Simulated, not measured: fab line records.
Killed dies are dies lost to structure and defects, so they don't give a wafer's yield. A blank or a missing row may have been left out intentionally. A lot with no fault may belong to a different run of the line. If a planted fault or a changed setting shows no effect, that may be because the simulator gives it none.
Struck lot and sound lot, side by side :: flow n5-finfet :: 40 steps out of a route of 1938
Sound: the wafers L129.3, L129.4, L129.5. Struck: wafers L120.1, L120.2, L120.6. At the end, the cause is stated.
At each step with rows: each side's tool, then ch and its chambers, then its first start. Under that, the readings that differ: sound wafers :: struck wafers :: difference of the means :: sigmas: that difference in standard deviations of wafers without a fault.
alike: same words and numbers on both sides, and readings whose means sit less than 2 such deviations apart. not compared: any withheld reading, any reading some wafer has no value for, any bound like >300 that may hide the same value, and any number with overlapping values for which the record gives no deviation.
A row with sigmas, a row that says differs or no value, or rows on one side alone: a step with any of these is where the two part. Non-overlapping numbers with no deviation appear without sigmas and do not part them. Lack of a reading on every wafer of one side parts them only where that side has two or more wafers.

first, 9 steps without rows for these wafers: N5_DUMMY_GATE_PEB_13 (peb time 60 s); N5_DUMMY_GATE_DEVELOP_14 (develop time 30 s); N5_DUMMY_GATE_DESCUM_20 (chemistry O2, time 6.2 s); N5_DUMMY_GATE_ETCH_29 (etches underlayer in N2/H2, target depth 13 nm); N5_DUMMY_GATE_ETCH_36 (etches SiARC in CF4, target depth 13 nm); N5_DUMMY_GATE_ETCH_37 (etches SOC in N2/H2, target depth 60 nm, overetch 30 nm); N5_DUMMY_GATE_STRIP_38 (strips in N2/H2); N5_DUMMY_GATE_STRIP_39 (strips in N2/H2); N5_DUMMY_GATE_TRIM_49 (chemistry O2, time 29 s, target cd 14 nm).
N5_DUMMY_GATE_STRIP_40: strips in CF4.
  sound on rie-diel-01 ch 1,2,3, day 8 10:55; struck on rie-diel-03 ch 0,2,3, day 6 11:23
  alike: drypump-motor-current-A, oes-product-au, power-w, rf-vpp-V, showerhead-plenum-p-Torr, throttle-valve-pct
  not compared: rf-hours-counter-h
then, 13 steps without rows for these wafers: N5_DUMMY_GATE_ETCH_31 (etches SiO2 in C4F6/O2, target depth 82.5 nm, time 27.5 s); N5_DUMMY_GATE_STRIP_41 (strips in O2); N5_DUMMY_GATE_HM_OPEN_21 (chemistry CH3F/O2, target SiNx, target depth 120 nm, time 171.4 s); N5_DUMMY_GATE_ETCH_32 (etches SiO2 in CF4, target depth 3.5 nm, time 3.9 s); N5_DUMMY_GATE_ETCH_23 (etches poly-Si in HBr/Cl2/O2, target depth 41 nm, time 22.3 s); N5_DUMMY_GATE_ETCH_44 (etches poly-Si in HBr/O2, stops on SiO2, target depth 127.5 nm); N5_DUMMY_GATE_ETCH_42 (etches SiO2 in CHF3/O2, target depth 3.5 nm, time 31 s); N5_DUMMY_GATE_STRIP_48 (strips in N2/H2, time 20 s); N5_DUMMY_GATE_PRECLEAN_33 (cleans in dHF, time 10 s); N5_DUMMY_GATE_PRECLEAN_25 (cleans in O3/DIW, time 45 s); N5_DUMMY_GATE_PRECLEAN_51 (cleans in SC2, time 45 s); N5_DUMMY_GATE_SRD_26 (time 30 s); N5_DUMMY_GATE_UV_OZONE_45 (time 120 s).
N5_DUMMY_GATE_INSPECT_27: inspects for defects (brightfield).
  sound on defect-inspect-02, day 8 11:45; struck on defect-inspect-01, day 6 12:13
reading: raw-defect-count
sound: 311 262 244
struck: 884 815 992
difference: +625
sigmas: +9
then, 3 steps without rows for these wafers: N5_SPACER0_ALD_07 (deposits SiNx, target thk 2 nm); N5_SPACER0_ALD_00 (deposits SiOCN, target thk 3.5 nm, pulse time 3 s, purge time 2 s); N5_SPACER0_ALD_08 (deposits SiNx, target thk 2 nm).
N5_SPACER0_INSPECT_04: inspects for defects (darkfield).
  sound on defect-inspect-02, day 8 12:27; struck on defect-inspect-02, day 6 12:50
reading: raw-defect-count
sound: 126 100 119
struck: 712 679 722
difference: +589
sigmas: +17
then, 8 steps without rows for these wafers: N5_SD_EPI_N_COAT_32 (time 60 s, resist thk 350 nm); N5_SD_EPI_N_COAT_33 (time 60 s, resist thk 35 nm); N5_SD_EPI_N_COAT_03 (resist thk 150 nm); N5_SD_EPI_N_EBR_05; N5_SD_EPI_N_SOFTBAKE_04 (time 60 s); N5_SD_EPI_N_EXPOSE_06 (exposes mask SD N BLK, target cd 120 nm); N5_SD_EPI_N_PEB_07 (peb time 60 s); N5_SD_EPI_N_DEVELOP_08 (develop time 30 s).
N5_SD_EPI_N_INSPECT_11: inspects for defects (macro).
  sound on defect-inspect-01, day 8 12:54; struck on defect-inspect-02, day 6 13:17
reading: raw-defect-count
sound: 1 0 3
struck: >300 >300 >300
difference: differs
sigmas: 
N5_SD_EPI_N_INSPECT_26: inspects for defects (darkfield).
  sound on defect-inspect-02, day 8 18:42; struck on defect-inspect-02, day 6 17:37
reading: raw-defect-count
sound: 153 154 138
struck: 816 742 814
difference: +642
sigmas: +15
N5_SD_EPI_P_INSPECT_26: inspects for defects (darkfield).
  sound on defect-inspect-01, day 8 22:47; struck on defect-inspect-01, day 6 21:50
reading: raw-defect-count
sound: 141 136 111
struck: 798 718 810
difference: +646
sigmas: +18
-- a jump in the record: the struck wafers' starts before and after are 10 days apart (it breaks off in module SD_EPI_P and resumes in module PASSIVATION, where the first step shown is number 1936 of the route) --
N5_PASSIVATION_PROBE_49:
  sound on prober-02, day 17 22:15; struck on prober-02, day 16 11:35
reading: killed-at-front-end
sound: 23 22 36
struck: 119 184 153
difference: +125
sigmas: +10

reading: killed-dies
sound: 81 72 85
struck: 202 247 223
difference: +145
sigmas: +9

reading: killed-on-rim
sound: 13 6 16
struck: 37 27 25
difference: +18
sigmas: +4

reading: killed-open
sound: 60 40 48
struck: 95 85 72
difference: +35
sigmas: +3
  alike: killed_at_M0_to_M3, killed_at_M4_up, killed-at-contacts, killed-at-other, killed-short

WHERE THEY PART
Earliest at N5_DUMMY_GATE_INSPECT_27; latest, in this record, at N5_PASSIVATION_PROBE_49.

WHY: what the simulator had put in
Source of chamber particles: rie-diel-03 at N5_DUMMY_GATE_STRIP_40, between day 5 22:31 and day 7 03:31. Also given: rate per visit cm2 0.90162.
